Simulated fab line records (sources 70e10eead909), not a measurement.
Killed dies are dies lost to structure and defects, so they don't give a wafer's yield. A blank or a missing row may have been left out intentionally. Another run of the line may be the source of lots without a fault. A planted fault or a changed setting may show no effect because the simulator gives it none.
Which tool did it?	flow nand harc	12 lots with 36 wafers sampled at 5 steps, on a route of 1302 steps

== WHAT THE GAUGES SHOWED, per wafer ==
NHARC_A_M0_THK_MEAS_24: measures by xrf.
lot	measured	on	thk nm (nm)
L761	day 22 20:49	film metro-02	114.4 115.8 113.4
L762	day 22 21:34	film metro-02	113.0 111.8 114.7
L763	day 23 12:23	film metro-01	113.1 111.7 112.4
L768	day 25 12:22	film metro-01	113.6 116.8 116.5
L770	day 26 06:32	film metro-02	116.1 113.8 116.4
L774	day 27 22:29	film metro-01	115.7 118.1 116.6
L776	day 28 18:58	film metro-02	115.0 116.0 115.8
L775	day 28 22:41	film metro-02	113.1 113.0 114.8
L778	day 29 12:08	film metro-01	115.7 115.8 114.6
L777	day 29 17:17	film metro-01	115.7 112.8 114.2
L779	day 30 00:35	film metro-02	116.3 114.0 116.5
L783	day 31 21:37	film metro-01	114.7 116.2 116.6

== WHICH TOOL RAN EACH LOT (tool, then ch and the chambers of the sampled wafers, then the start) ==
lot	NHARC_A_BLC_STRIP_29	NHARC_A_M0_DEGAS_28	NHARC_A_M0_ECD_22	NHARC_A_M0_CMP_23
L761	rie diel-01 ch 1,2,3, day 22 15:27	pvd sputter-03, day 22 19:25	ecd cu-02 ch 0,1, day 22 19:47	cmp-01 ch 0,2,3, day 22 20:32
L762	rie diel-01 ch 0,2, day 22 16:18	pvd sputter-02, day 22 20:11	ecd cu-01 ch 0,1, day 22 20:32	cmp-02 ch 0,2, day 22 21:17
L763	rie diel-12 ch 0,1,2, day 23 06:55	pvd sputter-01, day 23 10:59	ecd cu-02 ch 0,1, day 23 11:21	cmp-01 ch 1,2,3, day 23 12:04
L768	rie diel-01 ch 0,1,3, day 25 06:58	pvd sputter-03, day 25 10:58	ecd cu-02 ch 0,1, day 25 11:19	cmp-02 ch 0,2,3, day 25 12:02
L770	rie diel-01 ch 0,3, day 26 01:13	pvd sputter-03, day 26 05:08	ecd cu-02 ch 0,1, day 26 05:35	cmp-02 ch 1,3, day 26 06:13
L774	rie diel-12 ch 1,3, day 27 17:17	pvd sputter-01, day 27 21:05	ecd cu-01 ch 0,1, day 27 21:26	cmp-02 ch 0,1,2, day 27 22:13
L776	rie diel-12 ch 1,2,3, day 28 13:39	pvd sputter-03, day 28 17:35	ecd cu-01 ch 0,1, day 28 17:56	cmp-04 ch 0,1,3, day 28 18:44
L775	rie diel-01 ch 0,1,2, day 28 17:19	pvd sputter-01, day 28 21:17	ecd cu-02 ch 0,1, day 28 21:47	cmp-01 ch 0,1,2, day 28 22:25
L778	rie diel-01 ch 1,2,3, day 29 06:48	pvd sputter-02, day 29 10:44	ecd cu-01 ch 0,1, day 29 11:06	cmp-01 ch 0,2,3, day 29 11:51
L777	rie diel-02 ch 1,2,3, day 29 12:07	pvd sputter-03, day 29 15:53	ecd cu-02 ch 0,1, day 29 16:15	cmp-01 ch 0,1,3, day 29 16:58
L779	rie diel-12 ch 1,2, day 29 19:25	pvd sputter-03, day 29 23:12	ecd cu-02 ch 1, day 29 23:33	cmp-01 ch 0,1,3, day 30 00:16
L783	rie diel-12 ch 0,1,2, day 31 16:20	pvd sputter-02, day 31 20:13	ecd cu-02 ch 0,1, day 31 20:34	cmp-02 ch 0,1,2, day 31 21:17
- NHARC_A_BLC_STRIP_29: strips in CF4.
- NHARC_A_M0_DEGAS_28: time 60 s.
- NHARC_A_M0_ECD_22: material Cu, target thk 400 nm.
- NHARC_A_M0_CMP_23: polishes, t overpolish 20 s, target thk 113.75 nm.

== AS READ BY THE TOOLS THEMSELVES (means over the sampled wafers that have a number; for cases with no such wafer, the mark the record gives instead) ==
NHARC_A_BLC_STRIP_29.
lot	tool	drypump motor current A (A)	oes product au (a.u.)	rf vpp V (V)	showerhead plenum p Torr (Torr)	throttle valve pct (%)
L761	rie diel-01	6.1	0.989	58.4	1.77	13.290
L762	rie diel-01	6.2	0.988	59.6	1.72	13.279
L763	rie diel-12	5.3	1.007	60.1	1.71	13.275
L768	rie diel-01	6.1	1.005	60.4	1.77	13.285
L770	rie diel-01	5.9	1.014	59.5	1.75	13.274
L774	rie diel-12	5.4	1.002	58.4	1.69	13.293
L776	rie diel-12	5.4	0.994	58.8	1.71	13.278
L775	rie diel-01	6.3	1.002	59.0	1.74	13.294
L778	rie diel-01	6.1	0.993	59.5	1.76	13.281
L777	rie diel-02	5.9	1.003	59.6	1.78	13.280
L779	rie diel-12	5.4	0.981	59.0	1.72	13.280
L783	rie diel-12	5.4	1.001	59.1	1.70	13.285

NHARC_A_M0_DEGAS_28.
lot	tool	heater power w (W)
L761	pvd sputter-03	303
L762	pvd sputter-02	322
L763	pvd sputter-01	335
L768	pvd sputter-03	303
L770	pvd sputter-03	324
L774	pvd sputter-01	331
L776	pvd sputter-03	327
L775	pvd sputter-01	351
L778	pvd sputter-02	336
L777	pvd sputter-03	328
L779	pvd sputter-03	307
L783	pvd sputter-02	335

NHARC_A_M0_CMP_23.
lot	tool	motor current A (A)	retaining ring pressure frac	time to endpoint s (s)
L761	cmp-01	12.9	0.997	29.8
L762	cmp-02	11.9	0.993	30.7
L763	cmp-01	12.1	1.004	28.1
L768	cmp-02	12.3	0.999	34.7
L770	cmp-02	13.7	0.999	34.0
L774	cmp-02	12.2	1.004	29.3
L776	cmp-04	11.2	0.999	28.0
L775	cmp-01	11.3	1.002	32.7
L778	cmp-01	12.7	0.998	32.5
L777	cmp-01	11.9	0.998	31.1
L779	cmp-01	11.5	1.002	31.8
L783	cmp-02	11.8	1.001	30.9

== THE ANSWER, worked out from the rows above alone ==
Rule: the lots themselves supply what counts as usual. The widest of any qualifying gaps counts: lots, ordered by their means at a reading, are off when they make up no more than a third of the lots, leave a main group of 4 or more, and stand apart from it by 3 or more times the standard deviation of that group's means. If all means in a main group match to the digits the tables above print for the reading, that group is not used. Also off: a lot with no number at a reading for which 4 or more lots have one. Any other lot the step has rows for is counted as sound. The gauges are gone through in route order, then the tools' own readings, and for those a lot's mean is taken as printed above. At the first step where some lot is off, the reading lying furthest off is the one used; lots without a number count as furthest.
No lot is off at any reading shown: from this, nothing can be told.

== WHAT THE SIMULATOR PUT IN ==
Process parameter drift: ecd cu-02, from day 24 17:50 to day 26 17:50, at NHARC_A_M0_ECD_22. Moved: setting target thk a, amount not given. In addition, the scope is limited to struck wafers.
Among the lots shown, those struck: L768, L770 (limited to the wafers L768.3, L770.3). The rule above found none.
